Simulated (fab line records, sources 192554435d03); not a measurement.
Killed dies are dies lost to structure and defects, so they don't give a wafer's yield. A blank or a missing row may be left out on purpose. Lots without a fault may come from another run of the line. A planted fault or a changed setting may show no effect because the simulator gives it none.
fab line records | flow n5_finfet
record lots=6 wafers=17 last_day=17
route steps=1938 shown BEOL_M4@1050 PASSIVATION@1936
lots that met no fault: from a run of the same line without faults
start_h: hours from the record's first day to the start of the lot's first wafer shown | wait_h: hours since the lot's step before | " the same as in the row above | L1.1+2: a row that stands for several wafers | - no value, or no start given | * or withheld: withheld | < > ~ a bound
route shown NAME@n: a module of which the file shows steps, and the number in the route of the first | usual: mean/standard deviation of fault-free wafers | same: alike in all rows | chamber/n: place in a boat | sites: the reading at each site | _std_site: their standard deviation | _edge_site: outer sites' mean less inner sites' | radius_mm: how far each site lies from the wafer's centre | mask NAME#n: copy n | behind: the tool/chamber that last shaped the wafer | hold: why the lot was held/for how many hours/how that ended | device: the transistor (n, p or np) that didn't switch | end of line: the same wafers' tests at the end of the route | a step without rows: its recipe alone | killed: dies lost to structure and defects at the first sort, not the wafer's yield | map: a wafer's dies, x killed, . not, _ none there
set.NAME: the setting as run; set.NAME@STEP: as run at that earlier step | model.NAME: the simulator's own value behind a step, which no gauge read
lots at some steps of the route; a table a step, a row a wafer
services: from which hour (start_h, from the record's first day; less than 0 if before it) a tool's chamber was out of use, for how many hours, and why
## steps
# step N5_BEOL_M4_COAT_22
# recipe resist=CAR-EUV spin_rpm=1500 resist_thk_nm=30
# step N5_BEOL_M4_EBR_24
# recipe solvent=PGMEA ebr_width_mm=1.5
# step N5_BEOL_M4_SOFTBAKE_23
# recipe temp_c=110 time_s=60 resist=CAR-EUV
# step N5_BEOL_M4_EXPOSE_25
# recipe mask_id=V3 na=0.33 source_shape=quasar sigma_inner=0.2 sigma_outer=0.8 polarization=unpolarized defocus_nm=5 dose_mj=63
# step N5_BEOL_M4_PEB_26
# recipe peb_temp_c=100 peb_time_s=60 resist=CAR-EUV
# step N5_BEOL_M4_DEVELOP_27
# recipe develop_time_s=30 developer=TMAH resist=CAR-EUV rinse_liquid=surfactant_rinse dry=air_spin dev_temp_c=23
# step N5_BEOL_M4_CD_MEAS_28
# recipe target_cd_nm=26.2 landing_energy_ev=500 detector=se_inlens target_cd_y_nm=24.1 polarity=opening
# usual cd_nm=26.20/0.25
# same landing_energy_ev=500
# columns lot.wafer tool chamber start_h wait_h cd_nm
L907.1 cd_sem-03 0 158.31 - 26.38
L907.3 " 0 " " 26.21
L907.4 " 0 " " 26.18
L911.2 cd_sem-02 0 184.32 - 25.89
L911.3 " 0 " " 26.33
L911.6 " 0 " " 26.50
L919.3 cd_sem-03 0 239.80 - 26.56
L919.5 " 0 " " 26.43
L919.6 " 0 " " 26.69
L923.1 cd_sem-02 0 254.67 - 26.29
L923.3 " 0 " " 25.99
L923.5 " 0 " " 26.00
L926.1 cd_sem-01 0 273.66 - 25.93
L926.5 " 0 " " 26.01
L928.1 cd_sem-01 0 290.19 - 26.33
L928.4 " 0 " " 26.27
L928.5 " 0 " " 25.85
# step N5_BEOL_M4_OVL_MEAS_29
# recipe points_per_wafer=522
# usual V3_OVL=-0.4/0.69
# columns lot.wafer tool chamber start_h wait_h V3_OVL[nm]
L907.1 overlay-02 0 158.34 0.0 -1.3
L907.3 " 0 " " -0.8
L907.4 " 0 " " 0.2
L911.2 overlay-01 0 184.36 0.0 -0.5
L911.3 " 0 " " -0.8
L911.6 " 0 " " 0.3
L919.3 overlay-02 0 239.84 0.0 1.0
L919.5 " 0 " " 1.4
L919.6 " 0 " " 0.0
L923.1 overlay-02 0 254.70 0.0 -0.9
L923.3 " 0 " " 0.1
L923.5 " 0 " " 0.4
L926.1 overlay-01 0 273.69 0.0 -0.6
L926.5 " 0 " " -1.1
L928.1 overlay-01 0 290.22 0.0 -0.6
L928.4 " 0 " " 0.5
L928.5 " 0 " " -0.8
# step N5_BEOL_M4_INSPECT_30
# recipe mode=adi inspect_instrument=brightfield
# usual raw_defect_count=418/89
# columns lot.wafer tool chamber start_h wait_h raw_defect_count
L907.1 defect_inspect-01 - 158.40 0.1 241
L907.3 " - " " 403
L907.4 " - " " 312
L911.2 defect_inspect-01 - 184.41 0.0 477
L911.3 " - " " 398
L911.6 " - " " 453
L919.3 defect_inspect-01 - 239.89 0.0 527
L919.5 " - " " 436
L919.6 " - " " 522
L923.1 defect_inspect-02 - 254.76 0.1 362
L923.3 " - " " 451
L923.5 " - " " 520
L926.1 defect_inspect-01 - 273.75 0.1 358
L926.5 " - " " 448
L928.1 defect_inspect-02 - 290.28 0.1 455
L928.4 " - " " 360
L928.5 " - " " 369
# step N5_BEOL_M4_DESCUM_33
# recipe chemistry=O2 time_s=7 source_power_w=50 bias_power_w=20 pressure_mtorr=20 rf_frequency_hz=2.712e+07 temp_c=40 resist=CAR-EUV o2_flow_sccm=225
# usual bias_power_w=19.99/0.061 drypump_motor_current_A=5.7/0.36 oes_product_au=0.77/0.1 rf_vpp_V=243.0/1.4 showerhead_plenum_p_Torr=2.08/0.072 temp_c=40.01/0.11 throttle_valve_pct=20.61/0.23
# columns lot.wafer tool chamber start_h wait_h bias_power_w drypump_motor_current_A oes_product_au rf_hours_counter_h rf_vpp_V showerhead_plenum_p_Torr temp_c throttle_valve_pct
L907.1 rie_diel-06 3 158.44 0.0 20.06 5.9 0.69 240 242.4 2.06 40.21 21.02
L907.3 " 0 " " 20.02 5.9 0.66 269 243.2 2.13 39.92 20.50
L907.4 " 2 " " 19.92 5.3 0.72 - 241.5 1.99 40.02 20.64
L911.2 rie_diel-06 0 184.44 0.0 19.95 5.9 0.66 281 244.9 2.12 39.86 20.53
L911.3 " 2 " " 19.94 5.3 0.71 214 241.4 1.99 39.97 20.66
L911.6 " 0 " " 19.92 5.9 0.65 - 244.9 2.12 40.01 20.54
L919.3 rie_diel-06 0 239.92 0.0 20.13 5.9 0.97 9 243.8 2.12 40.14 20.13
L919.5 " 0 " " 20.00 5.9 0.97 - 242.2 2.12 40.15 20.12
L919.6 " 3 " " 19.96 5.9 0.96 - 242.8 2.05 40.02 20.62
L923.1 rie_diel-06 3 254.79 0.0 20.02 5.9 0.95 10 241.3 2.04 40.05 20.61
L923.3 " 0 " " 19.94 5.9 0.96 14 243.7 2.11 39.93 20.13
L923.5 " 0 " " 20.00 5.9 0.95 - 243.6 2.11 40.20 20.13
L926.1 rie_diel-06 3 274.41 0.7 20.00 5.9 0.92 16 242.1 2.04 39.86 20.62
L926.5 " 1 " " 20.08 6.1 0.95 - 242.6 2.14 40.05 20.31
L928.1 rie_diel-04 0 290.32 0.0 19.98 6.2 0.75 146 242.1 2.01 40.02 20.55
L928.4 " 2 " " 19.92 6.4 0.70 224 242.3 1.98 39.99 20.40
L928.5 " 3 " " 20.06 5.7 0.70 - 243.8 2.06 39.95 20.78
# step N5_BEOL_M4_ETCH_77
# recipe chemistry=N2/H2 target=underlayer target_depth_a=65 mask_material=CAR-EUV time_s=5.2 ion_energy_ev=200 pressure_mtorr=30 source_w=840 bias_w=150 n2_flow_sccm=200 h2_flow_sccm=200 ends=cleared
# usual drypump_motor_current_A=5.7/0.35 etch_rf_on_time_s=5.16/0.15 oes_product_au=0.66/0.086 rf_vpp_V=523.6/2.7 showerhead_plenum_p_Torr=2.53/0.082 throttle_valve_pct=18.02/0.23
# columns lot.wafer tool chamber start_h wait_h drypump_motor_current_A etch_rf_on_time_s oes_product_au rf_hours_counter_h rf_vpp_V showerhead_plenum_p_Torr throttle_valve_pct
L907.1 rie_diel-06 3 158.47 0.0 5.9 5.28 0.59 240 521.7 2.51 18.43
L907.3 " 0 " " 6.0 4.91 0.59 269 525.2 2.58 18.01
L907.4 " 2 " " 5.3 5.12 0.64 - 521.1 2.41 18.11
L911.2 rie_diel-06 0 184.48 0.0 5.9 5.05 0.57 281 525.3 2.58 18.02
L911.3 " 2 " " 5.3 5.18 0.61 214 520.6 2.41 18.10
L911.6 " 0 " " 6.0 5.04 0.57 - 526.2 2.57 18.03
L919.3 rie_diel-06 0 239.96 0.0 6.0 4.83 0.86 9 526.5 2.57 17.55
L919.5 " 0 " " 6.0 4.86 0.84 - 524.3 2.57 17.55
L919.6 " 3 " " 5.9 5.32 0.81 - 521.3 2.49 17.94
L923.1 rie_diel-06 3 254.83 0.0 5.9 5.23 0.80 10 522.0 2.49 17.99
L923.3 " 0 " " 6.0 4.87 0.84 14 522.7 2.57 17.56
L923.5 " 0 " " 6.0 4.88 0.84 - 524.7 2.57 17.55
L926.1 rie_diel-06 3 274.44 0.0 5.9 5.23 0.76 16 523.9 2.49 18.00
L926.5 " 1 " " 6.1 5.05 0.82 - 522.3 2.59 17.68
L928.1 rie_diel-04 0 290.36 0.0 6.1 5.26 0.63 146 519.2 2.43 17.77
L928.4 " 2 " " 6.4 5.29 0.59 224 522.5 2.42 17.93
L928.5 " 3 " " 5.6 5.24 0.59 - 520.9 2.50 18.23
# step N5_BEOL_M4_ETCH_69
# recipe chemistry=CF4 target=SiARC target_depth_a=156 mask_material=CAR-EUV time_s=26 ion_energy_ev=80 pressure_mtorr=40 source_w=545 bias_w=36 Ar_flow_sccm=100 cf4_flow_sccm=100 ends=cleared
# usual drypump_motor_current_A=5.7/0.36 etch_rf_on_time_s=25.8/0.66 oes_product_au=0.66/0.085 rf_vpp_V=183.9/1.2 showerhead_plenum_p_Torr=2.13/0.065 throttle_valve_pct=15.80/0.25
# columns lot.wafer tool chamber start_h wait_h drypump_motor_current_A etch_rf_on_time_s oes_product_au rf_hours_counter_h rf_vpp_V showerhead_plenum_p_Torr throttle_valve_pct
L907.1 rie_diel-06 3 158.49 0.0 5.9 26.5 0.59 240 181.9 2.11 16.23
L907.3 " 0 " " 5.9 24.9 0.58 269 186.2 2.17 15.78
L907.4 " 2 " " 5.3 25.9 0.62 - 183.1 2.04 15.83
L911.2 rie_diel-06 0 184.49 0.0 6.0 25.1 0.57 281 182.1 2.17 15.80
L911.3 " 2 " " 5.3 25.7 0.62 214 182.8 2.04 15.86
L911.6 " 0 " " 5.9 24.8 0.58 - 185.2 2.17 15.80
L919.3 rie_diel-06 0 239.97 0.0 6.0 24.1 0.85 9 183.0 2.17 15.27
L919.5 " 0 " " 6.0 23.9 0.86 - 183.4 2.17 15.26
L919.6 " 3 " " 5.9 25.9 0.82 - 183.4 2.10 15.73
L923.1 rie_diel-06 3 254.84 0.0 6.0 26.3 0.80 10 183.6 2.10 15.75
L923.3 " 0 " " 5.9 24.5 0.84 14 184.9 2.16 15.29
L923.5 " 0 " " 5.9 24.4 0.84 - 183.6 2.16 15.28
L926.1 rie_diel-06 3 274.46 0.0 6.0 26.1 0.78 16 183.5 2.09 15.76
L926.5 " 1 " " 6.1 25.1 0.81 - 183.9 2.20 15.54
L928.1 rie_diel-04 0 290.38 0.0 6.2 26.2 0.64 146 183.9 2.07 15.70
L928.4 " 2 " " 6.4 26.7 0.60 224 183.7 2.03 15.69
L928.5 " 3 " " 5.7 26.3 0.59 - 182.7 2.13 16.07
# step N5_BEOL_M4_ALD_98
# recipe material=SiO2 target_thk_a=25 temp_c=100 ald_precursor_family=BDEAS ald_co_reactant=O2-plasma pulse_time_s=1 co_reactant_pulse_time_s=1 purge_time_s=2 co_reactant_purge_time_s=2 ald_cycles=17 pressure_torr=2
# usual ald_cycles=17/0 heater_power_w=79/7.9 precursor_pulse_height_rel=1.000/0.019
# columns lot.wafer tool chamber start_h wait_h ald_cycles heater_power_w precursor_pulse_height_rel
L907.1 ald_sin-03 2 158.65 0.1 17 86 1.011
L907.3 " 1 " " 17 83 0.974
L907.4 " 2 " " 17 86 0.992
L911.2 ald_sin-01 1 184.58 0.1 17 76 1.021
L911.3 " 2 " " 17 62 1.008
L911.6 " 3 " " 17 68 1.027
L919.3 ald_sin-03 2 240.16 0.2 16 82 1.019
L919.5 " 0 " " 16 96 0.980
L919.6 " 2 " " 16 85 1.009
L923.1 ald_sin-03 2 255.38 0.5 16 85 0.980
L923.3 " 1 " " 16 83 1.004
L923.5 " 0 " " 16 97 1.006
L926.1 ald_sin-02 0 275.73 1.2 17 76 0.982
L926.5 " 1 " " 17 77 1.000
L928.1 ald_sin-02 3 290.46 0.1 17 87 1.011
L928.4 " 0 " " 17 76 0.978
L928.5 " 0 " " 17 76 0.991
# step N5_BEOL_M4_ETCHBACK_99
# recipe chemistry=CHF3 target=SiO2 target_depth_a=50 time_s=10.4 source_w=215 bias_w=47 Ar_flow_sccm=200 CHF3_flow_sccm=12 ion_energy_ev=100 pressure_mtorr=30
# usual drypump_motor_current_A=5.7/0.38 oes_product_au=0.77/0.093 rf_vpp_V=239/3.4 showerhead_plenum_p_Torr=2.14/0.062 throttle_valve_pct=17.29/0.25
# columns lot.wafer tool chamber start_h wait_h drypump_motor_current_A oes_product_au rf_hours_counter_h rf_vpp_V showerhead_plenum_p_Torr throttle_valve_pct
L907.1 rie_diel-06 3 158.98 0.3 5.9 0.69 241 239 2.13 17.77
L907.3 " 0 " " 5.9 0.66 270 236 2.20 17.28
L907.4 " 0 " " 6.0 0.67 - 239 2.20 17.28
L911.2 rie_diel-04 3 188.33 3.7 5.6 0.71 201 245 2.15 17.42
L911.3 " 0 " " 6.2 0.78 110 242 2.09 17.10
L911.6 " 0 " " 6.2 0.78 - 241 2.09 17.12
L919.3 rie_diel-06 3 241.09 0.9 5.9 0.96 4 239 2.12 17.32
L919.5 " 3 " " 5.9 0.96 - 239 2.12 17.32
L919.6 " 0 " " 5.9 0.98 - 238 2.19 16.81
L923.1 rie_diel-04 3 257.30 1.9 5.6 0.70 228 245 2.14 17.48
L923.3 " 1 " " 5.4 0.84 84 241 2.16 17.08
L923.5 " 3 " " 5.7 0.69 - 245 2.14 17.47
L926.1 rie_diel-04 3 276.12 0.3 5.6 0.69 236 244 2.14 17.47
L926.5 " 1 " " 5.4 0.84 - 243 2.16 17.09
L928.1 rie_diel-04 0 293.19 2.7 6.1 0.75 147 240 2.08 17.18
L928.4 " 3 " " 5.7 0.69 241 244 2.13 17.49
L928.5 " 0 " " 6.1 0.75 - 242 2.08 17.18
# step N5_BEOL_M4_RC_MEAS_101
# usual DIBL_N=36.3/1.6 DIBL_P=36.2/2.1 IOFF_N=0.16/0.031 IOFF_P=0.21/0.034 ION_N=673/11 ION_P=461/7.4 SS_N=71.6/0.55 SS_P=73.3/0.66 VT_N=251/3.2 VT_P=-251/3.5
# columns lot.wafer tool chamber start_h wait_h DIBL_N[mV/V] DIBL_P[mV/V] IOFF_N[nA/um] IOFF_P[nA/um] ION_N[uA/um] ION_P[uA/um] SS_N[mV/dec] SS_P[mV/dec] VT_N[mV] VT_P[mV]
L907.1 prober-02 0 163.10 0.0 34.0 35.9 0.15 0.20 683 466 70.8 72.9 250 -253
L907.3 " 0 " " 36.2 37.4 0.18 0.22 682 456 71.5 73.7 249 -251
L907.4 " 0 " " 36.6 39.3 0.19 0.25 669 461 71.9 73.8 247 -249
L911.2 prober-01 0 193.02 0.2 35.0 34.1 0.14 0.19 672 462 71.0 72.7 250 -249
L911.3 " 0 " " 38.4 39.1 0.21 0.28 685 472 71.8 74.4 246 -246
L911.6 " 0 " " 37.5 37.5 0.19 0.24 679 470 71.8 73.2 246 -246
L919.3 prober-01 0 246.02 0.3 35.5 35.6 0.15 0.19 667 454 71.3 72.9 250 -252
L919.5 " 0 " " 35.4 35.9 0.14 0.20 669 459 71.9 72.6 250 -252
L919.6 " 0 " " 35.8 36.9 0.16 0.22 670 464 71.9 72.9 249 -250
L923.1 prober-01 0 261.67 0.0 39.5 40.3 0.22 0.26 689 467 72.5 75.0 246 -250
L923.3 " 0 " " 41.2 40.7 0.25 0.26 695 462 72.7 74.6 244 -248
L923.5 " 0 " " 39.4 39.9 0.22 0.26 702 476 71.9 74.7 245 -248
L926.1 prober-01 0 280.98 0.0 37.6 36.2 0.15 0.19 664 454 72.1 73.3 252 -252
L926.5 " 0 " " 36.0 35.4 0.13 0.19 661 454 72.1 73.5 254 -254
L928.1 prober-01 0 297.85 0.0 35.5 35.7 0.15 0.17 680 464 71.4 72.9 250 -256
L928.4 " 0 " " 37.2 38.6 0.20 0.23 682 467 71.6 74.1 247 -250
L928.5 " 0 " " 38.1 39.8 0.20 0.25 686 470 72.0 74.1 247 -250
# step N5_PASSIVATION_PROBE_49
# usual defect_limited_yield=91.5/1.5 killed_at_M0_to_M3=32/9.4 killed_at_M4_up=12/5.1 killed_at_contacts=11/7.4 killed_at_front_end=41/11 killed_at_other=3.4/2.5 killed_dies=100/17 killed_open=65/14 killed_short=33/7 sort_bin_4_leakage=0.00/0.01 sort_bin_5_function=4.9/0.96 sort_bin_6_memory=3.1/0.7 sort_n_pass=1080/17 sort_yield_pct=91.5/1.5
# same gross_dies=1180 killed_at_back_side=0 sort_bin_8_speed[%]=0
# columns lot.wafer tool chamber start_h wait_h defect_limited_yield[%] killed_at_M0_to_M3 killed_at_M4_up killed_at_contacts killed_at_front_end killed_at_other killed_dies killed_open killed_short sort_bin_4_leakage[%] sort_bin_5_function[%] sort_bin_6_memory[%] sort_n_pass sort_yield_pct[%]
L907.1 prober-01 - 255.69 0.0 92.3 27 14 8 38 4 91 56 26 0 3.9 3.1 1089 92.3
L907.3 prober-01 - 255.79 0.1 93.6 22 7 14 29 4 76 44 23 0 3.8 1.4 1104 93.6
L907.4 prober-01 - 255.84 0.2 92.7 26 10 11 32 7 86 43 43 0 4.2 2.9 1094 92.7
L911.2 prober-02 - 279.67 0.1 92.5 29 8 15 36 0 88 61 26 0 4.2 3.1 1092 92.5
L911.3 prober-02 - 279.72 0.1 91.2 27 10 15 51 1 104 66 35 0 4.9 3.2 1076 91.2
L911.6 prober-02 - 279.87 0.3 93.5 14 14 9 39 1 77 44 29 0 4.4 1.8 1103 93.5
L919.3 prober-02 - 339.84 0.1 93.6 17 4 12 43 0 76 35 40 0 3.7 2.3 1104 93.6
L919.5 prober-02 - 339.94 0.2 91.4 36 17 1 45 2 101 61 37 0 4.7 3.8 1079 91.4
L919.6 prober-02 - 339.99 0.3 93.9 22 8 7 35 0 72 38 33 0 3.8 1.9 1108 93.9
L923.1 prober-01 - 351.80 0.0 91.9 33 14 7 39 3 96 53 43 0 4.8 2.9 1084 91.9
L923.3 prober-01 - 351.90 0.1 94.2 25 3 13 28 0 69 46 23 0.08 3.1 2.5 1110 94.1
L923.5 prober-01 - 352.00 0.2 91.9 25 11 12 47 0 95 61 34 0 4.4 3.6 1085 91.9
L926.1 prober-01 - 385.17 0.0 89.5 40 16 17 41 10 124 75 47 0 7.1 3.1 1056 89.5
L926.5 prober-01 - 385.37 0.2 89.7 53 19 16 31 3 122 82 39 0 6.8 3.1 1058 89.7
L928.1 prober-02 - 401.05 0.0 92.0 33 12 6 35 8 94 61 33 0 4.4 3.2 1086 92.0
L928.4 prober-02 - 401.20 0.2 95.2 14 13 3 26 1 57 32 25 0 2.8 1.9 1123 95.2
L928.5 prober-02 - 401.25 0.2 91.3 25 18 11 43 6 103 75 28 0 4.7 4.0 1077 91.3
# killed by level:class
L907.1 HKMG_FIN:area_etch=8 BEOL_M0_SAQP:geometric_particle:open=7 BEOL_M2:geometric_particle:open=6 BEOL_M4:geometric_particle:open=6 FIN_SAQP:geometric_particle:open=5 STI_FIN_REVEAL:geometric_particle:open=5 MOL_CONTACT_COAG:geometric_particle:open=5 DUMMY_GATE:geometric_particle:open=4
L907.3 MOL_CONTACT_COAG:geometric_particle:open=12 HKMG_FIN:area_etch=9 DUMMY_GATE:geometric_particle:open=6 BEOL_M1:geometric_particle:open=5 BEOL_M4:geometric_particle:open=5 STARTING-WAFER:geometric_particle:short=4 GATE_CUT:geometric_particle:open=3 BEOL_M1:geometric_particle:short=3
L907.4 GATE_CUT:geometric_particle:short=8 BEOL_M2:geometric_particle:open=7 MOL_CONTACT_COAG:geometric_particle:short=6 STARTING-WAFER:geometric_particle:short=6 MOL_CONTACT_COAG:geometric_particle:open=5 FIN_SAQP:geometric_particle:open=4 BEOL_M0_SAQP:geometric_particle:short=4 BEOL_M2:geometric_particle:short=4
L911.2 MOL_CONTACT_COAG:geometric_particle:open=14 BEOL_M0_SAQP:geometric_particle:open=9 GATE_CUT:geometric_particle:short=8 FIN_SAQP:geometric_particle:short=6 FIN_SAQP:geometric_particle:open=5 BEOL_M1:geometric_particle:open=5 BEOL_M2:geometric_particle:open=5 STARTING-WAFER:geometric_particle:open=5
L911.3 FIN_SAQP:geometric_particle:open=13 MOL_CONTACT_COAG:geometric_particle:open=12 FIN_SAQP:geometric_particle:short=11 BEOL_M2:geometric_particle:open=11 DUMMY_GATE:geometric_particle:open=7 BEOL_M0_SAQP:geometric_particle:open=5 GATE_CUT:geometric_particle:open=5 BEOL_M0_SAQP:geometric_particle:short=5
L911.6 FIN_SAQP:geometric_particle:short=9 MOL_CONTACT_COAG:geometric_particle:open=9 FIN_SAQP:geometric_particle:open=6 GATE_CUT:geometric_particle:short=6 BEOL_M4:geometric_particle:open=6 STARTING-WAFER:geometric_particle:short=5 DUMMY_GATE:geometric_particle:open=5 DUMMY_GATE:geometric_particle:short=3
L919.3 MOL_CONTACT_COAG:geometric_particle:open=9 FIN_SAQP:geometric_particle:short=7 BEOL_M0_SAQP:geometric_particle:short=7 STARTING-WAFER:geometric_particle:short=6 STI_FIN_REVEAL:geometric_particle:open=5 SPACER0:geometric_particle:short=5 GATE_CUT:geometric_particle:short=5 GATE_CUT:geometric_particle:open=5
L919.5 FIN_SAQP:geometric_particle:short=11 BEOL_M4:geometric_particle:open=8 GATE_CUT:geometric_particle:short=8 BEOL_M0_SAQP:geometric_particle:short=8 BEOL_M1:geometric_particle:open=8 BEOL_M2:geometric_particle:open=7 BEOL_M3:geometric_particle:open=7 GATE_CUT:geometric_particle:open=6
L919.6 MOL_CONTACT_COAG:geometric_particle:open=7 FIN_SAQP:geometric_particle:open=6 BEOL_M0_SAQP:geometric_particle:short=6 FIN_SAQP:geometric_particle:short=5 DUMMY_GATE:geometric_particle:open=5 SPACER0:geometric_particle:short=5 STARTING-WAFER:geometric_particle:short=5 BEOL_M2:geometric_particle:open=5
L923.1 FIN_SAQP:geometric_particle:short=9 GATE_CUT:geometric_particle:short=8 STI_FIN_REVEAL:geometric_particle:open=7 BEOL_M0_SAQP:geometric_particle:short=7 MOL_CONTACT_COAG:geometric_particle:open=6 BEOL_M2:geometric_particle:open=6 BEOL_M5:geometric_particle:open=5 DUMMY_GATE:geometric_particle:open=5
L923.3 MOL_CONTACT_COAG:geometric_particle:open=10 FIN_SAQP:geometric_particle:open=7 STI_FIN_REVEAL:geometric_particle:open=7 BEOL_M3:geometric_particle:open=7 BEOL_M0_SAQP:geometric_particle:short=5 DUMMY_GATE:geometric_particle:open=4 BEOL_M2:geometric_particle:open=4 BEOL_M0_SAQP:geometric_particle:open=4
L923.5 MOL_CONTACT_COAG:geometric_particle:open=11 STI_FIN_REVEAL:geometric_particle:open=8 FIN_SAQP:geometric_particle:short=7 GATE_CUT:geometric_particle:short=7 BEOL_M2:geometric_particle:open=6 BEOL_M0_SAQP:geometric_particle:short=5 BEOL_M0_SAQP:geometric_particle:open=5 BEOL_M3:geometric_particle:open=5
L926.1 BEOL_M0_SAQP:geometric_particle:short=16 MOL_CONTACT_COAG:geometric_particle:open=13 BEOL_M0_SAQP:geometric_particle:open=10 STI_FIN_REVEAL:geometric_particle:open=7 FIN_SAQP:geometric_particle:short=6 FIN_SAQP:geometric_particle:open=6 DUMMY_GATE:geometric_particle:open=5 BEOL_M3:geometric_particle:open=5
L926.5 MOL_CONTACT_COAG:geometric_particle:open=14 BEOL_M2:geometric_particle:open=12 BEOL_M3:geometric_particle:open=10 BEOL_M0_SAQP:geometric_particle:open=8 FIN_SAQP:geometric_particle:open=6 BEOL_M0_SAQP:geometric_particle:short=6 BEOL_M7:geometric_particle:open=6 BEOL_M3:geometric_particle:short=6
L928.1 DUMMY_GATE:geometric_particle:open=9 BEOL_M1:geometric_particle:open=8 BEOL_M0_SAQP:geometric_particle:short=7 BEOL_M1:geometric_particle:short=7 FIN_SAQP:geometric_particle:open=5 FIN_SAQP:geometric_particle:short=5 STARTING-WAFER:geometric_particle:open=5 MOL_CONTACT_COAG:geometric_particle:open=4
L928.4 FIN_SAQP:geometric_particle:short=7 FIN_SAQP:geometric_particle:open=5 BEOL_M1:geometric_particle:open=5 BEOL_M5:geometric_particle:open=5 ILD0:geometric_particle:short=3 BEOL_M0_SAQP:geometric_particle:short=3 BEOL_M1:geometric_particle:short=3 BEOL_M4:geometric_particle:open=3
L928.5 DUMMY_GATE:geometric_particle:open=10 BEOL_M4:geometric_particle:open=9 MOL_CONTACT_COAG:geometric_particle:open=8 STARTING-WAFER:geometric_particle:open=7 FIN_SAQP:geometric_particle:open=6 BEOL_M0_SAQP:geometric_particle:open=6 BEOL_M1:geometric_particle:open=6 PAD_METAL:geometric_particle:open=6
## services
# columns tool chamber start_h hours kind
ald_sin-01 2 137.36 3.6 repair
ald_sin-03 0 150.53 8.9 repair
rie_diel-06 0 198.38 - clean
rie_diel-06 0 198.38 - consumable_replace:focus_ring
rie_diel-06 0 198.38 20.0 scheduled_down
rie_diel-06 0 198.38 20.0 vent_cycle
ald_sin-02 - 207.28 6.1 pm
rie_diel-04 0 208.52 8.1 repair
rie_diel-06 3 218.47 - clean
rie_diel-06 3 218.47 - consumable_replace:focus_ring
rie_diel-06 3 218.47 14.5 scheduled_down
rie_diel-06 3 218.47 14.5 vent_cycle
rie_diel-06 - 224.00 4.3 pm
rie_diel-06 1 232.93 - clean
ald_sin-01 - 237.69 28.1 pm
ald_sin-02 3 256.96 3.4 repair
ald_sin-03 3 257.28 54.2 repair
ald_sin-03 0 265.29 12.3 repair
ald_sin-03 - 267.49 2.8 pm
ald_sin-02 3 270.52 5.6 repair
ald_sin-02 2 271.81 4.5 repair
rie_diel-04 - 279.19 1.3 repair
rie_diel-04 2 280.55 4.1 repair
ald_sin-01 - 281.50 2.1 repair
## key
first_sign step=N5_BEOL_M4_ALD_98 reading=ald_cycles direction=down sigmas=99+ usual=* struck=*
effect none on later readings
met_at N5_BEOL_M4_ALD_98
struck_wafers L919.3,L919.5,L919.6,L923.1,L923.3,L923.5
onset_between 158.65 240.16
fault kind=process_parameter_drift tool=ald_sin-03 chamber=- onset_h=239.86 steps=N5_BEOL_M4_ALD_98 channel=ald_cycles offset=* shape=step end_h=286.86 acts_in=* stated=*
